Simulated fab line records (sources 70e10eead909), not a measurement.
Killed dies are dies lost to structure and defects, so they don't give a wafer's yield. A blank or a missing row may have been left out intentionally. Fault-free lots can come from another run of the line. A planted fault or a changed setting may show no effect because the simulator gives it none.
A lot that was struck, set against a sound lot	flow nand-harc	14 out of 1302 route steps
Sound: wafers L365.2, L365.3, L365.6. Struck: wafers L380.3, L380.6 (left out: L380.5, a lot-mate that was not struck); the cause follows at the end.
Order at every step that has rows: each side's tool, ch and its chambers, its first start. Under that, the readings that differ: sound wafers	struck wafers	difference of the means	sigmas: that difference in standard deviations of wafers without a fault.
alike: readings with means less than 2 such deviations apart, plus words and numbers identical on both sides. not compared: withheld readings, readings lacking a value on some wafer, bounds such as >300 that could conceal the same value, and numbers that have no deviation in the record and whose values overlap.
A row with sigmas, a row that says differs or no value, or rows on one side alone: a step with any of these is where the two part. Numbers that don't overlap but have no deviation are shown without sigmas and don't part them. A reading that every wafer of one side lacks parts them only if that side has two wafers or more.

first, 9 steps without rows for these wafers: NHARC_THIN_TSV_PVD_24 (deposits Al, target thk 800 nm); NHARC_THIN_TSV_DEHYDRATE_25 (time 120 s); NHARC_THIN_TSV_HMDS_26 (time 30 s); NHARC_THIN_TSV_COAT_27; NHARC_THIN_TSV_SOFTBAKE_28 (time 95 s); NHARC_THIN_TSV_EBR_29; NHARC_THIN_TSV_EXPOSE_30 (exposes mask PAD); NHARC_THIN_TSV_PEB_31 (peb time 85 s); NHARC_THIN_TSV_DEVELOP_32 (time 70 s).
NHARC_THIN_TSV_CD_MEAS_33 targets a cd of 5000 nm.
  sound on cd-sem-03 ch 0, day 25 05:05; struck on cd-sem-01 ch 0, day 31 17:25
  alike: cd-nm
then, 1 step without rows for these wafers: NHARC_THIN_TSV_HARDBAKE_34 (time 80 s).
NHARC_THIN_TSV_DESCUM_35: chemistry O2, time 3 s.
  sound on rie-diel-08 ch 0,1, day 25 05:14; struck on rie-diel-08 ch 0,3, day 31 17:35
  alike: drypump-motor-current-A, oes-product-au, rf-vpp-V, showerhead-plenum-p-Torr, throttle-valve-pct
  not compared: rf-hours-counter-h
NHARC_THIN_TSV_ETCH_59: etches the open film in Cl2/BCl3, target depth 880 nm, time 138.1 s.
  sound on rie-metal-02 ch 0,1, day 25 05:26; struck on rie-metal-02 ch 0, day 31 17:50
reading	sound	struck	difference	sigmas
oes-product-au (a.u.)	1.008 1.001 1.002	0.938 0.943	-0.063	-6
  alike: drypump-motor-current-A, throttle-valve-pct
  not compared: rf-hours-counter-h
NHARC_THIN_TSV_ETCH_36: etches the open film in Cl2/BCl3, target depth 65 nm, time 18.571 s.
  sound on rie-metal-02 ch 0,1, day 25 05:39; struck on rie-metal-02 ch 0,1, day 31 17:59
  alike: drypump-motor-current-A, oes-product-au
  not compared: rf-hours-counter-h

== WHERE THEY PART ==
Only at NHARC_THIN_TSV_ETCH_59, as far as this record shows. Later steps at which nothing parts them and some readings are alike: NHARC_THIN_TSV_ETCH_36.

WHY: whatever the simulator had introduced
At NHARC_THIN_TSV_ETCH_59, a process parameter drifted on rie-metal-02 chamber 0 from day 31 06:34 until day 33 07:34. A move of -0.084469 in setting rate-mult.
